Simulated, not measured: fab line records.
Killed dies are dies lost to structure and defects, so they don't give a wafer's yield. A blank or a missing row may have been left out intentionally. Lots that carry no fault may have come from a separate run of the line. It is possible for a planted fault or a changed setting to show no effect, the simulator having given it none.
Code-filled problem report in 8D (eight disciplines) form    flow n5 finfet    the parts of the form that need people (team, actions taken, sign-off) are left out
Where a reading is given only as a bound, like >300, the bound stands for it, and a mean or a difference that rests on one is marked > or <: the true number lies beyond.

## 1. THE ISSUE
raw defect count at N5_HKMG_FIN_INSPECT_14 reads a mean of >300 on 1 wafer of 1 lot; wafers without a fault read 2.3 with a standard deviation of 1.4. So: +99 or more standard deviations from the usual mean.
The step: inspects for defects (macro).
The first sign was on wafer L900.1 at day 7 00:56, on defect inspect-02. The record holds 9 wafers of 3 lots with a number at this step. Rule for "out" (also "out of limits"): further than 4 standard deviations from the usual mean. The other wafers with a number count as sound.

## 2. WHAT IT IS, WHAT IT ISN'T
question                     is                 is not
which readings at this step  raw defect count   -
which lots                   L900               L890, L903
which wafers of those lots   L900.1             L900.3, L900.4
read on which gauges         defect inspect-02  defect inspect-01
when                         from day 7 00:56   up to then (5 sound wafers); but 3 sound wafers of L903 came after

## 3. WHAT RULES OUT EACH SUSPECT
Counting: any tool at a process step up to the reading remains a suspect provided it ran every lot that is out. Sound lots after the first of them don't rule it out here, since some wafers of a struck lot are sound.
- ruled out: the gauge at N5_HKMG_FIN_INSPECT_14. All the wafers that are out were read on defect inspect-02, but those of them that N5_PASSIVATION_PROBE_49 has rows for are out there too, on other tools.
- thermal cvd si-01 at N5_HKMG_FIN_CVD_62 (deposits a-Si from Si2H6, target thk 3 nm, time 20.8 s): kept. L900, the lot that is out, went through it at day 6 23:26; up to then, the latest sound lot through it was L890 at day 4 13:11.
- Within thermal cvd si-01 at N5_HKMG_FIN_CVD_62: the wafers that are out ran in chamber 2; their sound lot-mates ran in chamber 0.
After counting, what remains is thermal cvd si-01 at N5_HKMG_FIN_CVD_62.

## 4. THE CAUSE (what the simulator had put in)
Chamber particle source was thermal cvd si-01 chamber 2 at N5_HKMG_FIN_CVD_62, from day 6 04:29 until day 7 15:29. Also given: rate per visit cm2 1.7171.
Only this tool survived the counting.

## 5. SEQUENCE OF EFFECTS, ordered by route
Each row: a reading whose mean over the struck wafers that have a number lies more than 3 standard deviations from the usual. Only readings for which the record gives a usual standard deviation are gone through. hours: the time from each lot's start at the first step in this table that gives one to its start at this step, as a median over the lots. sigmas: the change in usual standard deviations.
hours  step                     reading               usual   on struck wafers  change  sigmas
0      N5_HKMG_FIN_INSPECT_14   raw defect count      2.3     >300              >+298   +99 or more
224    N5_PASSIVATION_PROBE_49  defect limited yield  91.1 %  78.6              -12.5   -8.9
224    N5_PASSIVATION_PROBE_49  killed at front end   39      191               +152    +14
224    N5_PASSIVATION_PROBE_49  killed dies           105     252               +147    +9.2
224    N5_PASSIVATION_PROBE_49  sort_bin_5_function   5.2 %   12.6              +7.4    +8.4
224    N5_PASSIVATION_PROBE_49  sort n pass           1075    928               -147    -9.2
224    N5_PASSIVATION_PROBE_49  sort yield pct        91.1 %  78.6              -12.5   -8.9
Here are the process steps it includes:
- N5_PASSIVATION_PROBE_49
Later measuring or inspecting steps at which every struck wafer that the step has a row for has a number for every such reading, and none has moved that far: N5_BEOL_M4_RC_MEAS_101.

## 6. HOW IT WOULD HAVE BEEN CAUGHT EARLIER
20 hours passed between the start of the fault at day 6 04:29 and the first reading out of limits at a measuring or inspecting step in this record, taken at day 7 00:56.
An alarm limit of 4 standard deviations would not have fired on the tool readings at N5_HKMG_FIN_CVD_62 for which the record gives a usual standard deviation, since none of them was out on any struck wafer.
The start of N5_HKMG_FIN_CVD_62 on thermal cvd si-01 came by day 7 00:56 for every one of the lots that are out (1). Holding the tool at that point would not have protected any of them.
